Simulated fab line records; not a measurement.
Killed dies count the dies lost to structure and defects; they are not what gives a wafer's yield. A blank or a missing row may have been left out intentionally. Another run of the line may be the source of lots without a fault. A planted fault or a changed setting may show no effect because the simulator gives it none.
Lot-split experiment :: flow n5 finfet :: 21 wafers read across 7 lots, on a route 1938 steps long

== THE SPLIT ITSELF ==
At N5_HKMG_FIN_ALD_79 (deposits TiN, target thk 1.5 nm, pulse time 1 s, purge time 3 s), the setting ald cycles was moved away from the recipe's 68 on 10 of the 21 wafers read, by -14.7% to +14.7%. The other wafers ran this setting at the recipe's value.

== FROM THE SPLIT TO THE READING: what the file shows between them, 3 steps ==
- N5_HKMG_FIN_CVD_62: deposits a-Si from Si2H6, target thk 3 nm, time 20.8 s
- N5_HKMG_FIN_RTA_80: time 2 s
- N5_HKMG_FIN_PRECLEAN_64: cleans in dHF, time 30 s

== THE READING ==
TiN_of_HKMG_FIN_ALD_79.thk nm (the simulator's own value, which no gauge read), in nm, at N5_HKMG_FIN_WET_ETCH_65 (etches a-Si in TMAH, stops on TiN, time 49 s, target depth 3 nm). No usual value for it is given in the file. Here, 11 wafers ran the recipe; their average is 1.2 nm with a standard deviation of 0.077 nm.

wafer: L078.1
tool, chamber at the split: ald metal-03, 3,1
ald cycles as run: 75
against the recipe: +10.3%
TiN_of_HKMG_FIN_ALD_79.thk nm, nm: 1.4
against lot-mates on the recipe: +0.2

wafer: L078.4
tool, chamber at the split: ald metal-03, 3,1
ald cycles as run: 75
against the recipe: +10.3%
TiN_of_HKMG_FIN_ALD_79.thk nm, nm: 1.4
against lot-mates on the recipe: +0.2

wafer: L078.3
tool, chamber at the split: ald metal-03, 0
ald cycles as run: 68
against the recipe: recipe
TiN_of_HKMG_FIN_ALD_79.thk nm, nm: 1.2
against lot-mates on the recipe: -

wafer: L079.2
tool, chamber at the split: ald metal-04, 0,3
ald cycles as run: 77
against the recipe: +13.2%
TiN_of_HKMG_FIN_ALD_79.thk nm, nm: 1.4
against lot-mates on the recipe: +0.2

wafer: L079.5
tool, chamber at the split: ald metal-04, 0,3
ald cycles as run: 77
against the recipe: +13.2%
TiN_of_HKMG_FIN_ALD_79.thk nm, nm: 1.4
against lot-mates on the recipe: +0.2

wafer: L079.6
tool, chamber at the split: ald metal-04, 2
ald cycles as run: 68
against the recipe: recipe
TiN_of_HKMG_FIN_ALD_79.thk nm, nm: 1.2
against lot-mates on the recipe: -

wafer: L081.3
tool, chamber at the split: ald metal-04, 2
ald cycles as run: 58
against the recipe: -14.7%
TiN_of_HKMG_FIN_ALD_79.thk nm, nm: 1
against lot-mates on the recipe: -0.2

wafer: L081.6
tool, chamber at the split: ald metal-04, 2
ald cycles as run: 58
against the recipe: -14.7%
TiN_of_HKMG_FIN_ALD_79.thk nm, nm: 1
against lot-mates on the recipe: -0.2

wafer: L081.5
tool, chamber at the split: ald metal-04, 3
ald cycles as run: 68
against the recipe: recipe
TiN_of_HKMG_FIN_ALD_79.thk nm, nm: 1.2
against lot-mates on the recipe: -

wafer: L083.3
tool, chamber at the split: ald metal-02, 2
ald cycles as run: 68
against the recipe: recipe
TiN_of_HKMG_FIN_ALD_79.thk nm, nm: 1.4
against lot-mates on the recipe: -

wafer: L083.4
tool, chamber at the split: ald metal-02, 3
ald cycles as run: 59
against the recipe: -13.2%
TiN_of_HKMG_FIN_ALD_79.thk nm, nm: 1
against lot-mates on the recipe: -0.4

wafer: L083.5
tool, chamber at the split: ald metal-02, 3
ald cycles as run: 59
against the recipe: -13.2%
TiN_of_HKMG_FIN_ALD_79.thk nm, nm: 1
against lot-mates on the recipe: -0.4

wafer: L085.3
tool, chamber at the split: ald metal-03, 3,2
ald cycles as run: 78
against the recipe: +14.7%
TiN_of_HKMG_FIN_ALD_79.thk nm, nm: 1.6
against lot-mates on the recipe: +0.4

wafer: L085.4
tool, chamber at the split: ald metal-03, 3,2
ald cycles as run: 78
against the recipe: +14.7%
TiN_of_HKMG_FIN_ALD_79.thk nm, nm: 1.6
against lot-mates on the recipe: +0.4

wafer: L085.5
tool, chamber at the split: ald metal-03, 2
ald cycles as run: 68
against the recipe: recipe
TiN_of_HKMG_FIN_ALD_79.thk nm, nm: 1.2
against lot-mates on the recipe: -

wafer: L090.1
tool, chamber at the split: ald metal-04, 0,1,2
ald cycles as run: 68
against the recipe: recipe
TiN_of_HKMG_FIN_ALD_79.thk nm, nm: 1.2
against lot-mates on the recipe: -

wafer: L090.3
tool, chamber at the split: ald metal-04, 0,1,2
ald cycles as run: 68
against the recipe: recipe
TiN_of_HKMG_FIN_ALD_79.thk nm, nm: 1.2
against lot-mates on the recipe: -

wafer: L090.4
tool, chamber at the split: ald metal-04, 0,1,2
ald cycles as run: 68
against the recipe: recipe
TiN_of_HKMG_FIN_ALD_79.thk nm, nm: 1.2
against lot-mates on the recipe: -

wafer: L095.4
tool, chamber at the split: ald metal-02, 3,0,2
ald cycles as run: 68
against the recipe: recipe
TiN_of_HKMG_FIN_ALD_79.thk nm, nm: 1.2
against lot-mates on the recipe: -

wafer: L095.5
tool, chamber at the split: ald metal-02, 3,0,2
ald cycles as run: 68
against the recipe: recipe
TiN_of_HKMG_FIN_ALD_79.thk nm, nm: 1.2
against lot-mates on the recipe: -

wafer: L095.6
tool, chamber at the split: ald metal-02, 3,0,2
ald cycles as run: 68
against the recipe: recipe
TiN_of_HKMG_FIN_ALD_79.thk nm, nm: 1.4
against lot-mates on the recipe: -
The file does not say which wafer passed through which chamber wherever a row lists several chambers: such a row stands for several wafers.

FIT RESULTS
A straight line over all 21 wafers: TiN_of_HKMG_FIN_ALD_79.thk nm changes by +0.0177 nm for each +1% of ald cycles; r = +0.92; the points scatter about the line by 0.072 nm.
The same after taking each lot's own level away (the mean of its wafers on the recipe; 21 wafers): +0.0212 nm for each +1%; r = +0.94; scatter 0.076 nm.
According to that fit, moving ald cycles by its largest amount changes the reading by 0.31 nm.
Across the lots, their own levels run from 1.20 to 1.40 nm, a range of 2.6 times the standard deviation given above.
Thus the slope moves with the lot-to-lot level: the two fits are different.
Check: for one of the wafers moved furthest among these (-14.7%), held out of the fit, the line's prediction against its lot-mates is -0.34 nm. Against them it came out at -0.2 nm.

== THE OTHER SPLITS THESE WAFERS WENT THROUGH ==
Note: prior to the reading, these wafers also went through further splits. Each is held against what the fit with the lots' levels taken away leaves over:
other split on the same wafers: N5_FIN_CUT_COAT_18 spin rpm
wafers away from the commonest value: 5
r with TiN_of_HKMG_FIN_ALD_79.thk nm (lot level and that fit taken away): +0.33

other split on the same wafers: N5_FIN_CUT_EXPOSE_05 dose mj
wafers away from the commonest value: 6
r with TiN_of_HKMG_FIN_ALD_79.thk nm (lot level and that fit taken away): -0.14

other split on the same wafers: N5_DUMMY_GATE_COAT_28 spin rpm
wafers away from the commonest value: 6
r with TiN_of_HKMG_FIN_ALD_79.thk nm (lot level and that fit taken away): +0.25

other split on the same wafers: N5_DUMMY_GATE_COAT_09 spin rpm
wafers away from the commonest value: 8
r with TiN_of_HKMG_FIN_ALD_79.thk nm (lot level and that fit taken away): +0.29

other split on the same wafers: N5_SD_EPI_N_ETCH_16 target depth a
wafers away from the commonest value: 3
r with TiN_of_HKMG_FIN_ALD_79.thk nm (lot level and that fit taken away): +0.02

other split on the same wafers: N5_ILD0_CMP_03 down force psi
wafers away from the commonest value: 10
r with TiN_of_HKMG_FIN_ALD_79.thk nm (lot level and that fit taken away): -0.12

== THE WHOLE CHAIN: every reading that the file lists as answering this split, in the file's order ==
step: N5_HKMG_FIN_WET_ETCH_65
what it does: etches a-Si in TMAH, stops on TiN, time 49 s, target depth 3 nm
reading: TiN_of_HKMG_FIN_ALD_79.thk nm (the simulator's own value, which no gauge read)
change (the file's fit): +0.0212 nm for each +1% of the setting
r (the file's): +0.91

step: N5_PASSIVATION_PROBE_49
what it does: 
reading: defect limited yield
change (the file's fit): +1.4 for each +1% of the setting, in a fit together with time s@PASSIVATION_PASS_ETCH_47,spin rpm@DUMMY_GATE_COAT_09
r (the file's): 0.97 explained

step: N5_PASSIVATION_PROBE_49
what it does: 
reading: killed dies
change (the file's fit): -16.6 for each +1% of the setting, in a fit together with time s@PASSIVATION_PASS_ETCH_47,spin rpm@DUMMY_GATE_COAT_09
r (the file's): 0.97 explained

step: N5_PASSIVATION_PROBE_49
what it does: 
reading: sort yield pct
change (the file's fit): +1.41 % for each +1% of the setting, in a fit together with time s@PASSIVATION_PASS_ETCH_47,spin rpm@DUMMY_GATE_COAT_09
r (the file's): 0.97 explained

== FILE'S OWN FIT ==
TiN_of_HKMG_FIN_ALD_79.thk nm changes by +0.0212 nm for each +1% of ald cycles, r = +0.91.
